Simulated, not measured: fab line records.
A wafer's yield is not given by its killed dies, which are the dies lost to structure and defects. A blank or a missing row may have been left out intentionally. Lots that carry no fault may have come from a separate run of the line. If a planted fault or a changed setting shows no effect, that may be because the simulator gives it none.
Chamber matching | flow n5 finfet | N5_BEOL_M6_ETCH_66 on rie diel-03 has 4 sister chambers
The step etches SOC in N2/H2, target depth 80 nm, overetch 16 nm, time 120 s. 8 wafers are shown with their chamber, then 8 later ones without.

== WAFERS WITH THEIR CHAMBER ==
wafer  | chamber | showerhead plenum p Torr (Torr) | throttle valve pct (%)
L083.2 | 2       | 2.54                            | 17.56
L084.1 | 0       | 2.53                            | 17.95
L084.3 | 1       | 2.57                            | 17.56
L084.4 | 3       | 2.69                            | 17.57
L088.1 | 1       | 2.57                            | 17.58
L088.3 | 3       | 2.69                            | 17.62
L088.4 | 2       | 2.53                            | 17.58
L090.1 | 0       | 2.52                            | 17.98

== WAFERS WITHOUT THEIR CHAMBER ==
wafer  | showerhead plenum p Torr (Torr) | throttle valve pct (%)
L090.2 | 2.56                            | 17.57
L090.5 | 2.56                            | 17.60
L094.2 | 2.56                            | 17.61
L094.3 | 2.52                            | 18.00
L094.5 | 2.56                            | 17.62
L097.1 | 2.68                            | 17.65
L097.3 | 2.56                            | 17.60
L097.5 | 2.52                            | 18.00

== WHICH CHAMBER EACH ONE RAN IN ==
wafer  | from the rows above | in truth
L090.2 | 1                   | 1
L090.5 | 1                   | 1
L094.2 | 1                   | 1
L094.3 | 0                   | 0
L094.5 | 1                   | 1
L097.1 | 3                   | 3
L097.3 | 1                   | 1
L097.5 | 0                   | 0
8 of 8 placed correctly. Not placeable from these rows: 0. Number placed wrongly: 0.
How it was worked out, from the rows above alone: a wafer's distance from a chamber is the root of the sum, over the readings, of the square of ((its reading less the chamber's mean) divided by the reading's scatter). If the next closest chamber is less than 2 further off than the closest, the wafer can't be placed; otherwise it belongs to the closest. The mean given for a chamber averages the wafers shown for that chamber. The scatter: the root of (the sum of the squares of (reading less its chamber's mean) over the shown wafers, divided by (wafers less chambers)).
